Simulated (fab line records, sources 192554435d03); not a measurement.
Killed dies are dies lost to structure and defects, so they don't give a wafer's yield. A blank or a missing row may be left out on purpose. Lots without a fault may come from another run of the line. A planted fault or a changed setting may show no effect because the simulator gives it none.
Which tool did it? | flow n5_finfet | 15 lots, 45 wafers sampled, at 8 steps of a route of 1938

WHAT THE GAUGES READ, wafer by wafer
N5_BEOL_M1_CD_MEAS_11: target cd 17.05 nm.
lot  | measured     | on        | cd_nm (nm)
L337 | day 6 18:07  | cd_sem-02 | 16.97 17.17 17.09
L340 | day 7 09:27  | cd_sem-03 | 16.67 16.90 16.76
L341 | day 7 13:10  | cd_sem-02 | 17.07 17.24 16.93
L344 | day 8 04:53  | cd_sem-03 | 17.12 17.15 16.89
L345 | day 8 11:17  | cd_sem-03 | 16.71 16.69 16.54
L346 | day 8 17:56  | cd_sem-01 | 16.61 17.12 16.61
L347 | day 9 02:45  | cd_sem-03 | 16.90 16.40 17.19
L348 | day 9 13:17  | cd_sem-01 | 17.03 16.96 17.05
L349 | day 9 13:37  | cd_sem-01 | 16.80 16.96 17.09
L350 | day 10 03:39 | cd_sem-03 | 16.70 17.27 16.88
L351 | day 10 07:06 | cd_sem-01 | 16.82 16.84 16.79
L354 | day 10 16:41 | cd_sem-03 | 17.44 17.08 17.10
L355 | day 10 20:53 | cd_sem-02 | 16.98 16.77 16.75
L357 | day 11 19:19 | cd_sem-02 | 17.03 16.51 16.88
L358 | day 11 19:22 | cd_sem-01 | 17.07 17.35 17.02

N5_BEOL_M1_CD_MEAS_18: pitch 36 nm, target cd 18 nm.
lot  | measured     | on        | cd_nm (nm)
L337 | day 6 19:02  | cd_sem-01 | 18.08 17.89 17.58
L340 | day 7 10:13  | cd_sem-03 | 18.02 18.08 17.67
L341 | day 7 13:44  | cd_sem-01 | 18.30 17.80 18.01
L344 | day 8 06:15  | cd_sem-03 | 17.74 17.91 17.87
L345 | day 8 11:50  | cd_sem-01 | 17.74 18.12 17.92
L346 | day 8 18:36  | cd_sem-01 | 17.64 18.09 18.01
L347 | day 9 03:19  | cd_sem-01 | - - -
L348 | day 9 13:58  | cd_sem-01 | - - -
L349 | day 9 14:10  | cd_sem-02 | - - -
L350 | day 10 05:18 | cd_sem-02 | 18.32 17.66 17.62
L351 | day 10 07:40 | cd_sem-01 | 17.69 18.30 17.81
L354 | day 10 17:14 | cd_sem-02 | 17.50 18.02 17.76
L355 | day 10 21:26 | cd_sem-03 | 17.52 17.91 17.47
L357 | day 11 20:01 | cd_sem-02 | 17.84 18.39 17.61
L358 | day 11 20:17 | cd_sem-01 | 17.82 18.26 18.11

N5_BEOL_M4_RC_MEAS_101.
lot  | measured     | on        | DIBL_N (mV/V)  | DIBL_P (mV/V)  | IOFF_N (nA/um)    | IOFF_P (nA/um)    | ION_N (uA/um) | ION_P (uA/um) | SS_N (mV/dec)  | SS_P (mV/dec)  | VT_N (mV)         | VT_P (mV)
L337 | day 8 12:26  | prober-02 | 35.8 36.0 35.8 | 37.5 37.2 36.9 | 0.165 0.168 0.166 | 0.224 0.219 0.208 | 677 682 687   | 471 467 467   | 71.8 71.8 70.9 | 73.8 73.6 73.2 | 249.6 247.4 248.3 | -249.5 -249.8 -250.5
L340 | day 9 03:50  | prober-01 | 36.7 38.0 37.8 | 33.8 35.8 35.7 | 0.152 0.176 0.173 | 0.187 0.214 0.210 | 670 691 678   | 459 470 457   | 71.3 71.4 72.0 | 72.3 74.1 73.6 | 250.7 247.4 246.8 | -252.1 -250.6 -251.4
L341 | day 9 12:56  | prober-01 | 37.0 37.1 35.8 | 38.9 39.1 37.2 | 0.179 0.171 0.159 | 0.242 0.249 0.212 | 677 676 677   | 462 464 466   | 72.6 72.4 71.5 | 72.9 73.9 73.1 | 247.9 250.5 251.4 | -251.3 -248.7 -248.6
L344 | day 10 00:44 | prober-01 | 38.2 38.7 38.6 | 35.8 36.1 36.6 | 0.172 0.184 0.187 | 0.221 0.239 0.254 | 674 681 675   | 459 470 465   | 72.2 72.0 71.8 | 73.0 73.4 73.6 | 249.4 246.6 245.5 | -249.3 -247.6 -248.3
L345 | day 10 03:02 | prober-01 | 36.6 36.8 37.5 | 35.7 35.6 36.3 | 0.166 0.178 0.184 | 0.235 0.235 0.242 | 669 674 681   | 464 465 456   | 70.9 71.5 72.0 | 73.8 73.2 73.2 | 247.2 247.5 246.3 | -249.2 -249.1 -250.3
L346 | day 10 18:33 | prober-01 | 35.4 36.5 34.9 | 35.3 37.1 34.9 | 0.159 0.188 0.156 | 0.232 0.260 0.230 | 683 695 667   | 478 477 460   | 72.0 72.6 72.1 | 73.2 73.9 73.2 | 249.1 244.5 248.4 | -247.9 -246.2 -246.7
L350 | day 12 00:56 | prober-02 | 35.4 35.3 36.4 | 33.4 34.4 35.1 | 0.136 0.144 0.163 | 0.170 0.180 0.200 | 675 672 685   | 462 458 472   | 71.7 71.2 71.6 | 72.2 72.3 72.8 | 252.1 252.8 251.1 | -252.7 -253.9 -253.5
L351 | day 12 05:47 | prober-02 | 36.1 34.7 36.1 | 35.7 34.1 36.0 | 0.175 0.146 0.174 | 0.209 0.191 0.210 | 686 675 682   | 466 464 459   | 71.6 71.5 71.4 | 72.9 72.1 73.4 | 244.6 250.2 249.9 | -251.3 -250.9 -251.5
L354 | day 12 10:05 | prober-02 | 35.5 33.9 33.8 | 36.2 34.6 34.8 | 0.152 0.122 0.130 | 0.214 0.175 0.185 | 684 674 661   | 466 464 457   | 71.0 70.9 71.7 | 73.3 73.0 72.7 | 251.5 252.6 251.3 | -250.4 -253.9 -253.2
L355 | day 13 00:23 | prober-01 | 37.0 36.1 36.7 | 37.4 36.9 37.4 | 0.161 0.150 0.152 | 0.218 0.207 0.208 | 674 677 669   | 463 464 464   | 71.5 72.0 71.9 | 73.1 72.8 73.1 | 247.9 247.4 248.8 | -252.6 -249.7 -250.3
L357 | day 13 16:01 | prober-02 | 35.5 36.0 36.3 | 35.8 36.8 36.5 | 0.140 0.158 0.155 | 0.200 0.221 0.216 | 660 670 665   | 457 465 464   | 71.3 72.0 71.7 | 72.4 73.2 72.3 | 250.5 249.4 251.5 | -249.5 -250.0 -250.7
L358 | day 13 15:23 | prober-02 | 37.4 36.6 37.8 | 37.1 36.1 36.8 | 0.184 0.164 0.174 | 0.225 0.212 0.218 | 675 674 678   | 464 457 459   | 71.4 71.6 71.2 | 73.8 73.7 74.1 | 246.9 251.0 249.6 | -250.5 -251.4 -249.9

WHICH TOOL RAN EACH LOT (tool, then ch and the chambers of the sampled wafers, then the start)
lot  | N5_BEOL_M0_CO_CAP_123            | N5_BEOL_M1_HM_DEP_02         | N5_BEOL_M1_ETCH_63                 | N5_BEOL_M1_ETCH_64                 | N5_BEOL_M1_HM_OPEN_17
L337 | cvd_co-02 ch 0,2, day 6 15:52    | pvd_sputter-02, day 6 17:36  | rie_diel-05 ch 1,2,3, day 6 18:37  | rie_diel-05 ch 1,2,3, day 6 18:39  | rie_metal-01 ch 0,1, day 6 18:51
L340 | cvd_co-01 ch 0,1,2, day 7 07:21  | pvd_sputter-01, day 7 09:04  | rie_diel-05 ch 0,1,2, day 7 09:43  | rie_diel-05 ch 0,1,2, day 7 09:44  | rie_metal-02 ch 0,1, day 7 09:56
L341 | cvd_co-01 ch 0,2, day 7 11:41    | pvd_sputter-01, day 7 12:40  | rie_diel-05 ch 0,2,3, day 7 13:21  | rie_diel-05 ch 0,2,3, day 7 13:23  | rie_metal-03 ch 0,1, day 7 13:32
L344 | cvd_co-01 ch 1,2, day 8 03:50    | pvd_sputter-01, day 8 04:22  | rie_diel-03 ch 0,1,3, day 8 05:47  | rie_diel-03 ch 0,1,3, day 8 05:49  | rie_metal-02 ch 0,1, day 8 05:59
L345 | cvd_co-01 ch 0,1, day 8 08:48    | pvd_sputter-02, day 8 10:54  | rie_diel-06 ch 0,2,3, day 8 11:28  | rie_diel-06 ch 0,2,3, day 8 11:29  | rie_metal-03 ch 0,1, day 8 11:40
L346 | cvd_co-02 ch 0,2, day 8 15:56    | pvd_sputter-03, day 8 17:25  | rie_diel-05 ch 0,1,3, day 8 18:06  | rie_diel-05 ch 0,1,3, day 8 18:08  | rie_metal-01 ch 0,1, day 8 18:18
L347 | cvd_co-01 ch 0,1, day 9 01:47    | pvd_sputter-02, day 9 02:22  | rie_diel-05 ch 0,3, day 9 02:56    | rie_diel-05 ch 0,3, day 9 02:57    | rie_metal-01 ch 0,1, day 9 03:07
L348 | cvd_co-01 ch 0,1,2, day 9 12:23  | pvd_sputter-03, day 9 12:54  | rie_diel-03 ch 0,1, day 9 13:28    | rie_diel-03 ch 0,1, day 9 13:29    | rie_metal-01 ch 0,1, day 9 13:41
L349 | cvd_co-01 ch 0,1,2, day 9 12:34  | pvd_sputter-03, day 9 13:13  | rie_diel-06 ch 0,1,2, day 9 13:47  | rie_diel-06 ch 0,1,2, day 9 13:49  | rie_metal-02 ch 0,1, day 9 13:59
L350 | cvd_co-01 ch 1,2, day 10 00:49   | pvd_sputter-03, day 10 03:08 | rie_diel-03 ch 1, day 10 04:35     | rie_diel-03 ch 1, day 10 04:37     | rie_metal-03 ch 1, day 10 04:52
L351 | cvd_co-01 ch 1,2, day 10 06:17   | pvd_sputter-03, day 10 06:43 | rie_diel-03 ch 0,1, day 10 07:17   | rie_diel-03 ch 0,1, day 10 07:19   | rie_metal-01 ch 0,1, day 10 07:29
L354 | cvd_co-02 ch 0,1,2, day 10 15:16 | pvd_sputter-01, day 10 16:17 | rie_diel-05 ch 1,3, day 10 16:51   | rie_diel-05 ch 1,3, day 10 16:53   | rie_metal-03 ch 0,1, day 10 17:03
L355 | cvd_co-01 ch 0,1,2, day 10 19:37 | pvd_sputter-03, day 10 20:22 | rie_diel-03 ch 0,1,2, day 10 21:04 | rie_diel-03 ch 0,1,2, day 10 21:05 | rie_metal-02 ch 0,1, day 10 21:16
L357 | cvd_co-02 ch 0,2, day 11 17:49   | pvd_sputter-03, day 11 18:49 | rie_diel-03 ch 0,1,2, day 11 19:37 | rie_diel-03 ch 0,1,2, day 11 19:38 | rie_metal-02 ch 0,1, day 11 19:48
L358 | cvd_co-01 ch 1,2, day 11 18:01   | pvd_sputter-03, day 11 18:55 | rie_diel-03 ch 1,2,3, day 11 19:55 | rie_diel-03 ch 1,2,3, day 11 19:56 | rie_metal-03 ch 0,1, day 11 20:08
- N5_BEOL_M0_CO_CAP_123: material Co, precursor CCTBA/H2, target thk 2 nm, time 102.1 s.
- N5_BEOL_M1_HM_DEP_02: deposits TiN, target thk 20 nm.
- N5_BEOL_M1_ETCH_63: etches SiARC in CF4, target depth 15.6 nm, time 26 s.
- N5_BEOL_M1_ETCH_64: etches SOC in N2/H2, target depth 75 nm, overetch 15 nm, time 112.5 s.
- N5_BEOL_M1_HM_OPEN_17: chemistry Cl2/BCl3, target TiN, target depth 20 nm, overetch 6 nm.

WHAT THE TOOLS THEMSELVES READ (means of the sampled wafers that have a number; where no wafer has one, the mark that the record gives instead)
N5_BEOL_M0_CO_CAP_123.
lot  | tool      | heater_power_w (W)
L337 | cvd_co-02 | 202
L340 | cvd_co-01 | 241
L341 | cvd_co-01 | 245
L344 | cvd_co-01 | 237
L345 | cvd_co-01 | 234
L346 | cvd_co-02 | 205
L347 | cvd_co-01 | 236
L348 | cvd_co-01 | 241
L349 | cvd_co-01 | 240
L350 | cvd_co-01 | 242
L351 | cvd_co-01 | 243
L354 | cvd_co-02 | 209
L355 | cvd_co-01 | 241
L357 | cvd_co-02 | 208
L358 | cvd_co-01 | 240

N5_BEOL_M1_HM_DEP_02.
lot  | tool           | throttle_valve_pct (%)
L337 | pvd_sputter-02 | 29.6
L340 | pvd_sputter-01 | 30.0
L341 | pvd_sputter-01 | 29.6
L344 | pvd_sputter-01 | 29.9
L345 | pvd_sputter-02 | 29.4
L346 | pvd_sputter-03 | 29.5
L347 | pvd_sputter-02 | 29.5
L348 | pvd_sputter-03 | 29.6
L349 | pvd_sputter-03 | 29.6
L350 | pvd_sputter-03 | 29.5
L351 | pvd_sputter-03 | 30.0
L354 | pvd_sputter-01 | 28.5
L355 | pvd_sputter-03 | 29.6
L357 | pvd_sputter-03 | 29.5
L358 | pvd_sputter-03 | 29.5

N5_BEOL_M1_ETCH_63.
lot  | tool        | bias_w (W) | cf4_flow_sccm (sccm) | drypump_motor_current_A (A) | etch_rf_on_time_s (s) | oes_product_au (a.u.) | rf_vpp_V (V) | showerhead_plenum_p_Torr (Torr) | throttle_valve_pct (%)
L337 | rie_diel-05 | 35.85      | 100.3                | 5.7                         | 26.2                  | 0.61                  | 184.0        | 2.13                            | 15.85
L340 | rie_diel-05 | 35.97      | 100.1                | 5.6                         | 26.1                  | 0.62                  | 183.5        | 2.10                            | 15.81
L341 | rie_diel-05 | 36.12      | 100.6                | 5.6                         | 26.6                  | 0.62                  | 184.9        | 2.17                            | 15.66
L344 | rie_diel-03 | 36.09      | 100.1                | 5.2                         | 26.3                  | 0.65                  | 184.6        | 2.19                            | 15.59
L345 | rie_diel-06 | 36.01      | 100.2                | 6.0                         | 25.9                  | 0.69                  | 183.5        | 2.11                            | 15.73
L346 | rie_diel-05 | 35.97      | 100.0                | 5.4                         | 26.2                  | 0.63                  | 183.6        | 2.13                            | 15.70
L347 | rie_diel-05 | -          | -                    | -                           | -                     | -                     | -            | -                               | -
L348 | rie_diel-03 | -          | -                    | -                           | -                     | -                     | -            | -                               | -
L349 | rie_diel-06 | -          | -                    | -                           | -                     | -                     | -            | -                               | -
L350 | rie_diel-03 | 35.99      | 100.5                | 5.2                         | 27.0                  | 0.59                  | 184.8        | 2.21                            | 15.71
L351 | rie_diel-03 | 35.97      | 100.2                | 5.3                         | 26.6                  | 0.59                  | 184.4        | 2.20                            | 15.67
L354 | rie_diel-05 | 36.04      | 100.0                | 5.5                         | 25.9                  | 0.69                  | 185.1        | 2.24                            | 15.64
L355 | rie_diel-03 | 36.04      | 99.9                 | 5.1                         | 26.7                  | 0.65                  | 183.9        | 2.17                            | 15.49
L357 | rie_diel-03 | 36.05      | 99.9                 | 5.1                         | 26.7                  | 0.65                  | 184.3        | 2.17                            | 15.51
L358 | rie_diel-03 | 36.04      | 100.0                | 5.0                         | 26.4                  | 0.69                  | 184.3        | 2.15                            | 15.46

N5_BEOL_M1_ETCH_64.
lot  | tool        | bias_w (W) | chamber_pressure_mTorr (mTorr) | drypump_motor_current_A (A) | n2_flow_sccm (sccm) | oes_product_au (a.u.) | rf_vpp_V (V) | showerhead_plenum_p_Torr (Torr) | temp_c (C) | throttle_valve_pct (%)
L337 | rie_diel-05 | 150.2      | 30.040                         | 5.7                         | 199.8               | 0.57                  | 524.0        | 2.52                            | 40.06      | 18.03
L340 | rie_diel-05 | 150.0      | 29.985                         | 5.6                         | 200.2               | 0.57                  | 521.6        | 2.48                            | 39.81      | 17.96
L341 | rie_diel-05 | 150.2      | 29.993                         | 5.6                         | 200.0               | 0.58                  | 525.3        | 2.56                            | 40.10      | 17.81
L344 | rie_diel-03 | 150.3      | 30.013                         | 5.2                         | 199.9               | 0.60                  | 526.3        | 2.61                            | 40.00      | 17.79
L345 | rie_diel-06 | 149.8      | 29.980                         | 6.0                         | 200.2               | 0.63                  | 522.4        | 2.49                            | 39.99      | 17.91
L346 | rie_diel-05 | 150.1      | 30.000                         | 5.4                         | 199.6               | 0.58                  | 523.5        | 2.52                            | 40.01      | 17.81
L347 | rie_diel-05 | 149.9      | 29.980                         | 5.4                         | 199.2               | 0.29                  | 525.6        | 2.61                            | 39.88      | 17.62
L348 | rie_diel-03 | 149.7      | 29.981                         | 5.3                         | 199.5               | 0.26                  | 525.7        | 2.63                            | 39.93      | 17.83
L349 | rie_diel-06 | 150.1      | 29.997                         | 5.5                         | 199.4               | 0.29                  | 521.7        | 2.49                            | 39.96      | 18.00
L350 | rie_diel-03 | 150.0      | 30.007                         | 5.2                         | 199.7               | 0.56                  | 525.5        | 2.62                            | 40.21      | 17.87
L351 | rie_diel-03 | 150.3      | 29.978                         | 5.3                         | 199.1               | 0.56                  | 526.7        | 2.63                            | 40.06      | 17.90
L354 | rie_diel-05 | 149.9      | 29.987                         | 5.5                         | 200.0               | 0.63                  | 527.1        | 2.66                            | 39.95      | 17.77
L355 | rie_diel-03 | 149.6      | 30.025                         | 5.1                         | 200.0               | 0.62                  | 524.3        | 2.58                            | 39.95      | 17.68
L357 | rie_diel-03 | 150.2      | 29.997                         | 5.1                         | 199.9               | 0.60                  | 525.4        | 2.58                            | 39.93      | 17.69
L358 | rie_diel-03 | 149.9      | 30.020                         | 5.0                         | 200.2               | 0.64                  | 524.5        | 2.55                            | 39.99      | 17.60

N5_BEOL_M1_HM_OPEN_17.
lot  | tool         | drypump_motor_current_A (A) | oes_product_au (a.u.) | throttle_valve_pct (%)
L337 | rie_metal-01 | 5.8                         | 0.66                  | 22.18
L340 | rie_metal-02 | 6.6                         | 0.70                  | 22.16
L341 | rie_metal-03 | 5.9                         | 0.72                  | 22.10
L344 | rie_metal-02 | 6.5                         | 0.68                  | 22.00
L345 | rie_metal-03 | 5.9                         | 0.71                  | 22.11
L346 | rie_metal-01 | 5.9                         | 0.60                  | 22.25
L347 | rie_metal-01 | 5.8                         | 0.29                  | 22.84
L348 | rie_metal-01 | 5.7                         | 0.28                  | 22.85
L349 | rie_metal-02 | 6.5                         | 0.30                  | 22.64
L350 | rie_metal-03 | 5.3                         | 0.78                  | 22.25
L351 | rie_metal-01 | 5.8                         | 0.63                  | 22.20
L354 | rie_metal-03 | 5.9                         | 0.69                  | 22.13
L355 | rie_metal-02 | 6.5                         | 0.67                  | 21.99
L357 | rie_metal-02 | 6.6                         | 0.68                  | 22.16
L358 | rie_metal-03 | 5.9                         | 0.68                  | 22.14

THE ANSWER, worked out from the rows above alone
Rule: what is usual is taken from the lots themselves. Put in order of their means at a reading, lots are off if they are a third of the lots or fewer, leave a main group of 4 or more, and stand apart from it by a gap of 3 or more times the standard deviation of the main group's means; of several such gaps the widest counts. A main group whose means are all the same, to the digits that the tables above print for the reading, isn't used. A lot without any number at a reading at which 4 lots or more have one is off too. The other lots that the step has rows for count as sound. The gauges are gone through in route order, then the tools' own readings, and for those a lot's mean is taken as printed above. The first step at which some lot is off is used, and at that step the reading that is off furthest; a lot without a number counts as furthest.
Off: L347, L348, L349, at N5_BEOL_M1_CD_MEAS_18 (cd_nm). Without a number there: L347, L348, L349. The main group: mean 17.89 nm, standard deviation 0.11.
A tool fits if, at a process step before that reading, it ran every lot that is off, and no sound lot after the first of them. The gauges at N5_BEOL_M1_CD_MEAS_18 aren't tried: what is off there is off at N5_BEOL_M1_ETCH_63 too, on other tools, and a gauge's error can't cause that. None of those tried fits.

WHAT THE SIMULATOR HAD PUT IN
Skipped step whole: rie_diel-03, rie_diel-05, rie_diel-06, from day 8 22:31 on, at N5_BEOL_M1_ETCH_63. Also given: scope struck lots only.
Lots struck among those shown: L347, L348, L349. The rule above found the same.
